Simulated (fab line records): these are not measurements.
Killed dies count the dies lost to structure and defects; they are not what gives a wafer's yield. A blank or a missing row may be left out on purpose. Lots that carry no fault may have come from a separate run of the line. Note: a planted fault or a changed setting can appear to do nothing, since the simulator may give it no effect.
Chamber matching ; flow nand_harc ; NHARC_A_CONTACT_DESCUM_47 on rie_diel-07 has 4 sister chambers
The step chemistry O2, time 3 s. 33 wafers are shown with their chamber, then 12 later ones without.

WAFERS PAIRED WITH THEIR CHAMBERS
wafer;chamber;drypump_motor_current_A (A);showerhead_plenum_p_Torr (Torr);rf_vpp_V (V)
L075.1;0;5.0;2.03;58.2
L075.4;1;5.7;1.96;58.3
L075.5;2;5.5;1.76;56.6
L077.2;1;5.7;1.96;58.2
L077.4;1;5.7;1.96;58.1
L077.6;3;6.1;1.77;55.9
L076.1;3;6.1;1.77;56.8
L076.4;1;5.7;1.95;56.8
L076.6;3;6.1;1.77;56.1
L081.2;2;5.5;2.08;58.5
L081.5;2;5.5;2.08;60.1
L081.6;1;5.7;1.95;57.7
L084.1;3;6.1;1.77;55.9
L084.3;1;5.7;1.95;58.1
L084.4;0;5.0;2.03;57.1
L085.4;0;5.0;2.02;57.9
L085.5;1;5.7;1.95;58.4
L085.6;2;5.5;2.07;58.5
L091.1;0;5.0;2.02;57.7
L091.3;1;5.7;1.95;58.0
L091.5;1;5.7;1.95;56.6
L090.4;2;5.5;2.07;58.7
L090.5;0;5.0;2.02;57.2
L090.6;1;5.7;1.95;59.5
L087.1;0;5.0;2.02;57.7
L087.4;2;5.5;2.07;59.7
L087.6;0;5.1;2.02;57.5
L089.1;1;5.7;1.95;58.1
L089.3;2;5.5;2.07;58.5
L089.6;1;5.7;1.95;58.1
L093.1;1;5.7;1.95;57.8
L093.2;2;5.5;2.07;58.7
L093.6;1;5.7;1.95;57.7

SIGNATURES (averages over the wafers above)
reading;chamber 0;chamber 1;chamber 2;chamber 3;scatter within a chamber
drypump_motor_current_A;5.014;5.700;5.500;6.100;0.0172
showerhead_plenum_p_Torr;2.0229;1.9521;2.0337;1.7700;0.0545
rf_vpp_V;57.614;57.957;58.663;56.175;0.721
Rule: a wafer's distance from a chamber is the root of the sum, over the readings, of the square of ((its reading less the chamber's mean) divided by the reading's scatter). The wafer belongs to the nearest chamber; if the next one is less than 2 further off, it can't be placed. The scatter is the square root of a quotient: the sum, over the shown wafers, of each reading's squared deviation from its chamber's mean, divided by wafers minus chambers.

WAFERS WITH NO CHAMBER GIVEN
wafer;drypump_motor_current_A (A);showerhead_plenum_p_Torr (Torr);rf_vpp_V (V)
L092.2;5.5;2.07;58.0
L092.5;6.1;1.77;56.6
L092.6;5.0;2.02;56.8
L095.1;5.0;2.02;58.9
L095.2;5.7;1.95;58.4
L095.4;5.5;2.07;59.1
L094.3;5.5;2.07;58.2
L094.4;6.1;1.76;57.0
L094.6;5.7;1.95;58.7
L097.1;5.7;1.95;57.1
L097.4;6.1;1.76;57.3
L097.5;5.0;2.02;58.3

CHAMBER TAKEN BY EACH
wafer;from the rows above;in truth
L092.2;2;2
L092.5;3;3
L092.6;0;0
L095.1;0;0
L095.2;1;1
L095.4;2;2
L094.3;2;2
L094.4;3;3
L094.6;1;1
L097.1;1;1
L097.4;3;3
L097.5;0;0
Correct placement for 12 of the 12. Not placeable from these rows: 0. 0 placed wrongly.
